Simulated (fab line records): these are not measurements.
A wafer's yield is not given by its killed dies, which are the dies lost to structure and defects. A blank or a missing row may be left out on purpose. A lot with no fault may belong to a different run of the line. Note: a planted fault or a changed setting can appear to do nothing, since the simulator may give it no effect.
Matching of chambers    flow n5_finfet    N5_SD_EPI_P_ETCH_16 on rie_diel-04: 4 sister chambers
The step etches SiO2 in CHF3/O2, target depth 5 nm. 4 wafers are shown with their chamber, then 12 later ones without.

== EACH WAFER AND ITS CHAMBER ==
wafer   chamber  drypump_motor_current_A (A)
L085.5  3        4.9
L087.5  2        4.8
L090.2  1        5.5
L090.6  0        6.0

== WAFERS WITH NO CHAMBER GIVEN ==
wafer   drypump_motor_current_A (A)
L091.1  6.1
L091.3  4.8
L091.4  5.5
L094.2  5.5
L094.3  4.9
L094.6  5.5
L096.1  4.8
L096.3  4.9
L096.4  5.5
L097.1  6.0
L097.2  5.5
L097.5  4.9

== WHICH CHAMBER EACH ONE RAN IN ==
wafer   from the rows above  in truth
L091.1  0                    0
L091.3  2                    2
L091.4  1                    1
L094.2  1                    1
L094.3  3                    3
L094.6  1                    1
L096.1  2                    2
L096.3  3                    3
L096.4  1                    1
L097.1  0                    0
L097.2  1                    1
L097.5  3                    3
12 of 12 placed correctly. Left unplaced by these rows: 0. 0 placed wrongly.
How it was worked out, from the rows above alone: a wafer's distance from a chamber is the root of the sum, over the readings, of the square of ((its reading less the chamber's mean) divided by the reading's scatter). If the next closest chamber is less than 2 further off than the closest, the wafer can't be placed; otherwise it belongs to the closest. Each chamber's mean is taken over the wafers shown for it. The scatter: with one shown wafer a chamber, the root of the mean of the squares of how far each hidden wafer lies from its nearest shown one.
